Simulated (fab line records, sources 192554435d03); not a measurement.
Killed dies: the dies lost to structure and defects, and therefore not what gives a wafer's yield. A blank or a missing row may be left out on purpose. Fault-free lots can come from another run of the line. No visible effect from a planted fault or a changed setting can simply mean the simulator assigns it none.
Matching of chambers -- flow n5_finfet -- rie_si-04 running N5_FIN_SAQP_MANDREL_ETCH_58: 4 sister chambers
The step etches a-Si in HBr/Cl2, stops on SiNx, target depth 45 nm, bt time 10 s, time 27 s. 4 wafers are shown with their chamber, then 8 later ones without.

WAFERS PAIRED WITH THEIR CHAMBERS
wafer,chamber,throttle_valve_pct (%)
L084.2,0,36.02
L094.1,1,35.49
L094.2,2,35.29
L095.1,3,35.34

WAFERS WITH NO CHAMBER GIVEN
wafer,throttle_valve_pct (%)
L095.3,35.27
L095.6,36.02
L096.2,35.27
L096.5,36.01
L096.6,35.32
L097.1,36.02
L097.4,35.24
L097.6,35.46

WHICH CHAMBER EACH ONE RAN IN
wafer,from the rows above,in truth
L095.3,2,2
L095.6,0,0
L096.2,2,2
L096.5,0,0
L096.6,can't be placed: 3 or 2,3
L097.1,0,0
L097.4,2,2
L097.6,1,1
Correctly placed: 7 of 8. Can't be placed from these rows: 1 (the true chamber is among the candidates in 1). Number placed wrongly: 0.
How it was worked out, from the rows above alone: a wafer's distance from a chamber is the root of the sum, over the readings, of the square of ((its reading less the chamber's mean) divided by the reading's scatter). The wafer belongs to the nearest chamber; if the next one is less than 2 further off, it can't be placed. The mean given for a chamber averages the wafers shown for that chamber. The scatter (one wafer shown for each chamber): square how far every hidden wafer sits from the nearest shown wafer, average those squares and take the square root.
